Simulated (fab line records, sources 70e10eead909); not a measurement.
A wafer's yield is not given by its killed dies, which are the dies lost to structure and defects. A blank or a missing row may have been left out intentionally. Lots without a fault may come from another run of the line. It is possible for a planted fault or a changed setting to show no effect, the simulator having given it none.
Struck lot and sound lot, side by side    flow nand harc    40 steps out of a route of 1302
Sound: these wafers, L653.1, L653.4, L653.5. Struck: wafer L661.1 (left out: L661.2, L661.6 of the same lot, which were not struck); the cause appears at the end.
Order at every step that has rows: each side's tool, ch and its chambers, its first start. Under that, the readings that differ: sound wafers    struck wafers    difference of the means    sigmas: that difference in standard deviations of wafers without a fault.
alike: same words and numbers on both sides, and readings whose means sit less than 2 such deviations apart. not compared: any withheld reading, any reading some wafer has no value for, any bound like >300 that may hide the same value, and any number with overlapping values for which the record gives no deviation.
A row with sigmas, a row that says differs or no value, or rows on one side alone: a step with any of these is where the two part. Numbers that don't overlap but have no deviation are shown without sigmas and don't part them. Lack of a reading on every wafer of one side parts them only where that side has two or more wafers.

first, 5 steps without rows for these wafers: NHARC_A_STAIRCASE_SRD_154; NHARC_A_STAIRCASE_ETCH_403 (etches SiO2 in dHF, target depth 108.2 nm); NHARC_A_STAIRCASE_ETCHBACK_422 (etches the open film in CH3F/O2, target depth 40 nm, time 74.286 s); NHARC_A_STAIRCASE_ETCH_423 (etches SiO2 in dHF, target depth 30 nm); NHARC_A_STAIRCASE_ETCHBACK_157 (etches the open film in CH3F/O2, target depth 90 nm, time 167.14 s).
NHARC_A_STAIRCASE_STRIP_475: strips in O2, time 20 s.
  sound: rie diel-06 ch 0,1,3; struck: rie diel-09 ch 3
reading                 sound                 struck  difference  sigmas
throttle valve pct (%)  17.031 17.040 17.042  17.057  +0.019      +2
  alike: chamber pressure mTorr, drypump motor current A, oes product au, rf vpp V, showerhead plenum p Torr
  not compared: rf hours counter h
NHARC_A_STAIRCASE_DEP_471: deposits SiO2, target thk 100 nm.
  sound on pecvd-04 ch 0,2, day 19 14:58; struck on pecvd-03 ch 1, day 22 12:47
  alike: heater power w, throttle valve pct
  not compared: since wet clean h
then, 2 steps without rows for these wafers: NHARC_A_STAIRCASE_CMP_472 (polishes SiO2); NHARC_A_STAIRCASE_SRD_474.
NHARC_A_STAIRCASE_INSPECT_155:
  struck on defect inspect-01, day 22 13:24; sound on defect inspect-02, day 19 15:31
  alike: raw defect count
NHARC_A_SGD_CUT_DEP_00: deposits SiNx, target thk 50 nm.
  sound on pecvd-04 ch 0,1, day 19 15:35; struck on pecvd-04 ch 1, day 22 13:28
  alike: heater power w
  not compared: since wet clean h
then, 10 steps without rows for these wafers: NHARC_A_SGD_CUT_DEHYDRATE_01 (time 120 s); NHARC_A_SGD_CUT_HMDS_02 (time 30 s); NHARC_A_SGD_CUT_COAT_56 (time 75 s); NHARC_A_SGD_CUT_COAT_57 (time 65 s); NHARC_A_SGD_CUT_COAT_03 (resist thk 90 nm); NHARC_A_SGD_CUT_SOFTBAKE_04 (time 55 s); NHARC_A_SGD_CUT_EBR_05; NHARC_A_SGD_CUT_EXPOSE_06 (exposes mask SGD); NHARC_A_SGD_CUT_PEB_07 (peb time 65 s); NHARC_A_SGD_CUT_DEVELOP_08 (develop time 35 s).
NHARC_A_SGD_CUT_CD_MEAS_09: the cd target is 100 nm.
  sound on cd sem-02 ch 0, day 19 16:18; struck on cd sem-01 ch 0, day 22 14:11
  alike: cd nm
NHARC_A_SGD_CUT_OVL_MEAS_10:
  struck on overlay-02, day 22 14:16; sound on overlay-02, day 19 16:23
  alike: overlay x nm, overlay y nm
NHARC_A_SGD_CUT_INSPECT_11:
  struck on defect inspect-02, day 22 14:19; sound on defect inspect-02, day 19 16:25
  alike: raw defect count
then, 2 steps without rows for these wafers: NHARC_A_SGD_CUT_DESCUM_14 (chemistry O2, time 3 s); NHARC_A_SGD_CUT_ETCH_58 (etches the open film in CF4, target depth 39 nm, time 65 s).
NHARC_A_SGD_CUT_ETCH_59: etches the open film in N2/H2, target depth 260 nm, time 406.25 s.
  sound: rie diel-11 ch 1,2; struck: rie diel-04 ch 0
  alike: chamber pressure mTorr, drypump motor current A, oes product au, rf vpp V, showerhead plenum p Torr, throttle valve pct
  not compared: rf hours counter h
then, 3 steps without rows for these wafers: NHARC_A_SGD_CUT_ETCH_15 (etches the open film in CH3F/O2, target depth 75 nm, time 64.3 s); NHARC_A_SGD_CUT_ETCH_16 (etches the open film in C4F8/O2/Ar, target depth 310.5 nm, time 155.2 s); NHARC_A_SGD_CUT_STRIP_60 (strips in C4F8/O2/Ar).
NHARC_A_SGD_CUT_STRIP_17: strips in O2.
  sound: rie diel-11 ch 0,3; struck: rie diel-04 ch 3
reading                sound              struck  difference  sigmas
oes product au (a.u.)  1.008 1.006 1.003  0.992   -0.014      -2
  alike: chamber pressure mTorr, drypump motor current A, rf vpp V, showerhead plenum p Torr, throttle valve pct
  not compared: rf hours counter h
then, 7 steps without rows for these wafers: NHARC_A_SGD_CUT_PRECLEAN_18 (cleans in SC1); NHARC_A_SGD_CUT_SRD_19; NHARC_A_SGD_CUT_DEP_20 (deposits SiO2, target thk 150 nm); NHARC_A_SGD_CUT_ANNEAL_27 (time 1800 s); NHARC_A_SGD_CUT_CMP_21 (polishes, target thk 148.19 nm); NHARC_A_SGD_CUT_SRD_23; NHARC_A_SGD_CUT_ETCH_26 (etches SiO2 in dHF, target depth 45.8 nm).
NHARC_A_SGD_CUT_ETCHBACK_24: etches the open film in CH3F/O2, target depth 50 nm, time 92.857 s.
  sound on rie diel-10 ch 0,3, day 19 23:05; struck on rie diel-10 ch 1, day 22 23:07
  alike: chamber pressure mTorr, drypump motor current A, oes product au, rf vpp V, showerhead plenum p Torr, throttle valve pct
  not compared: rf hours counter h
-- jump in the record: it breaks off in module A_SGD_CUT and resumes in module END (first step shown: number 1302 of the route), and 5 days separate the struck wafers' starts before and after --
NHARC_END_SORT_01:
  only the struck wafers appear in the record here, on prober-01 ch 0 at day 28 02:20; the sound ones have no rows

WHERE THEY PART
First at NHARC_A_STAIRCASE_STRIP_475; last, within this record, at NHARC_END_SORT_01.

WHY: whatever the simulator had introduced
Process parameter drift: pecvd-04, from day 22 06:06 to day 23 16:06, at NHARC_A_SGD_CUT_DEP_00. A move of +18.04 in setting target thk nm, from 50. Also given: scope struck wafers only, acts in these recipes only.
